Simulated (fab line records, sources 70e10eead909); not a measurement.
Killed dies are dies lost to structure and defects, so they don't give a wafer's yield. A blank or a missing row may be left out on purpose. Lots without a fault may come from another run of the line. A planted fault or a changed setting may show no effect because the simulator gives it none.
Problem report in the 8D (eight disciplines) form, filled by code | flow nand_harc | the parts of the form that need people (team, actions taken, sign-off) are left out

1. THE PROBLEM
thk_nm at NHARC_A_ONON_D1_THK_MEAS_30 reads a mean of 698 nm on 2 wafers of 2 lots; wafers without a fault read 1000 nm with a standard deviation of 8.9. That is -34 standard deviations from the usual mean.
The step: measures by ellipsometry.
First seen on wafer L925.6, day 15 01:16, on film_metro-02. The record holds 37 wafers of 13 lots with a number at this step. Rule for "out", or "out of limits": more than 4 standard deviations from the usual mean. The other wafers with a number count as sound.

2. WHAT IT IS AND WHAT IT IS NOT
question                    | is                           | is not
which readings at this step | thk_nm                       | -
which lots                  | L925, L926                   | L909, L910, L912, L913, L914, L915, L916, L917, L918, L929, L931
which wafers of those lots  | L925.6, L926.3               | L925.2, L926.2
read on which gauges        | film_metro-01, film_metro-02 | -
when                        | from day 15 01:16            | up to then (28 sound wafers); but 7 sound wafers of L926, L929, L931 came after

3. SUSPECTS, AND WHAT RULES EACH OUT
Counting: a tool at a process step up to the reading stays a suspect if it ran every lot that is out. Sound lots after the first of them don't rule it out here, since some wafers of a struck lot are sound.
- the gauge at NHARC_A_ONON_D1_THK_MEAS_30: ruled out. The wafers that are out were read on 2 gauges (film_metro-01, film_metro-02).
- pecvd_onon-01 at NHARC_A_ONON_D1_DEP_28 (target thk 1000 nm): kept. It ran every lot that is out, first L925 (day 15 00:49); its last sound lot up to then is L917 (day 11 17:04).
Left after counting: pecvd_onon-01 at NHARC_A_ONON_D1_DEP_28.

4. THE CAUSE (what the simulator had put in)
Process parameter drift: pecvd_onon-01, from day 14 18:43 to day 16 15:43, at NHARC_A_ONON_D1_DEP_28. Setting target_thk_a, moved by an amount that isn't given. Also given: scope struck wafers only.
Counting left only this tool.

5. THE CHAIN OF EFFECTS, in route order
Each row: a reading whose mean over the struck wafers that have a number lies more than 3 standard deviations from the usual. Only readings for which the record gives a usual standard deviation are gone through. hours: the time from each lot's start at the first step in this table that gives one to its start at this step, as a median over the lots. sigmas: the change in usual standard deviations.
hours | step                        | reading         | usual   | on struck wafers | change | sigmas
0     | NHARC_A_ONON_D1_THK_MEAS_30 | thk_nm          | 1000 nm | 698              | -302   | -34
386   | NHARC_END_SORT_01           | killed_at_array | 56      | 674              | +618   | +36
386   | NHARC_END_SORT_01           | killed_dies     | 61      | 677              | +616   | +38
Later measuring or inspecting steps at which every struck wafer that the step has a row for has a number for every such reading, and none has moved that far: NHARC_A_ONON_D1_INSPECT_32.

6. WHAT WOULD HAVE CAUGHT IT SOONER
In this record the first reading out of limits at a measuring or inspecting step was taken at day 15 01:16, 7 hours after the fault began at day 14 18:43.
Of the tool readings at NHARC_A_ONON_D1_DEP_28 for which the record gives a usual standard deviation, none was out on any struck wafer, so an alarm limit of 4 standard deviations on them would not have fired.
Of the lots that are out (2), L926 began NHARC_A_ONON_D1_DEP_28 on pecvd_onon-01 after day 15 01:16. A hold on the tool at that time would have spared it.
